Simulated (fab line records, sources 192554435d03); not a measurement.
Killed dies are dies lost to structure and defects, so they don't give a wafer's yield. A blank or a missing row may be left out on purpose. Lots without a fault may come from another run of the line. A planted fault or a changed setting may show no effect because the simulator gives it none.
Chamber matching | flow n5_finfet | N5_BEOL_M9_ETCH_66 on rie_diel-03: 4 sister chambers
The step etches SOC in N2/H2, target depth 80 nm, overetch 16 nm, time 120 s. 22 wafers are shown with their chamber, then 11 later ones without.

WAFERS WITH THEIR CHAMBER
wafer  | chamber | drypump_motor_current_A (A) | oes_product_au (a.u.) | throttle_valve_pct (%)
L074.2 | 2       | 5.4                         | 0.57                  | 17.69
L074.3 | 3       | 5.6                         | 0.53                  | 17.93
L074.5 | 2       | 5.5                         | 0.56                  | 17.67
L075.3 | 3       | 5.6                         | 0.53                  | 17.93
L075.5 | 0       | 6.4                         | 0.56                  | 17.84
L075.6 | 3       | 5.6                         | 0.53                  | 17.95
L077.2 | 0       | 6.4                         | 0.56                  | 17.85
L077.4 | 2       | 5.5                         | 0.56                  | 17.71
L077.5 | 3       | 5.6                         | 0.53                  | 17.96
L078.1 | 2       | 5.5                         | 0.56                  | 17.72
L078.3 | 0       | 6.3                         | 0.55                  | 17.87
L078.5 | 3       | 5.6                         | 0.53                  | 17.95
L087.1 | 1       | 6.0                         | 0.63                  | 17.82
L087.2 | 2       | 5.5                         | 0.55                  | 17.74
L087.3 | 0       | 6.3                         | 0.54                  | 17.89
L087.4 | 3       | 5.6                         | 0.52                  | 17.98
L087.5 | 1       | 6.0                         | 0.63                  | 17.82
L087.6 | 2       | 5.5                         | 0.55                  | 17.74
L089.3 | 2       | 5.5                         | 0.55                  | 17.73
L089.5 | 0       | 6.4                         | 0.55                  | 17.91
L089.6 | 3       | 5.6                         | 0.52                  | 17.99
L092.1 | 1       | 6.1                         | 0.63                  | 17.83

SIGNATURES (means of the wafers above)
reading                 | chamber 0 | chamber 1 | chamber 2 | chamber 3 | scatter within a chamber
drypump_motor_current_A | 6.360     | 6.033     | 5.486     | 5.600     | 0.0389
oes_product_au          | 0.5520    | 0.6300    | 0.5571    | 0.5271    | 0.00652
throttle_valve_pct      | 17.8720   | 17.8233   | 17.7143   | 17.9557   | 0.0244
Rule: a wafer's distance from a chamber is the root of the sum, over the readings, of the square of ((its reading less the chamber's mean) divided by the reading's scatter). The wafer belongs to the nearest chamber; if the next one is less than 2 further off, it can't be placed. The scatter: the root of (the sum of the squares of (reading less its chamber's mean) over the shown wafers, divided by (wafers less chambers)).

WAFERS WITHOUT THEIR CHAMBER
wafer  | drypump_motor_current_A (A) | oes_product_au (a.u.) | throttle_valve_pct (%)
L092.2 | 5.5                         | 0.55                  | 17.76
L092.3 | 5.6                         | 0.52                  | 17.99
L092.4 | 6.4                         | 0.54                  | 17.91
L092.5 | 5.6                         | 0.51                  | 17.99
L092.6 | 6.4                         | 0.54                  | 17.89
L094.1 | 5.4                         | 0.54                  | 17.75
L094.3 | 6.0                         | 0.62                  | 17.83
L094.4 | 5.5                         | 0.54                  | 17.76
L097.2 | 6.0                         | 0.61                  | 17.87
L097.5 | 5.6                         | 0.71                  | 17.62
L097.6 | 5.5                         | 0.54                  | 17.77

WHICH CHAMBER EACH WENT THROUGH
wafer  | from the rows above | in truth
L092.2 | 2                   | 2
L092.3 | 3                   | 3
L092.4 | 0                   | 0
L092.5 | 3                   | 3
L092.6 | 0                   | 0
L094.1 | 2                   | 2
L094.3 | 1                   | 1
L094.4 | 2                   | 2
L097.2 | 1                   | 1
L097.5 | 1                   | 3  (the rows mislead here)
L097.6 | 2                   | 2
Placed correctly: 10 of 11. Can't be placed from these rows: 0. Placed wrongly: 1.
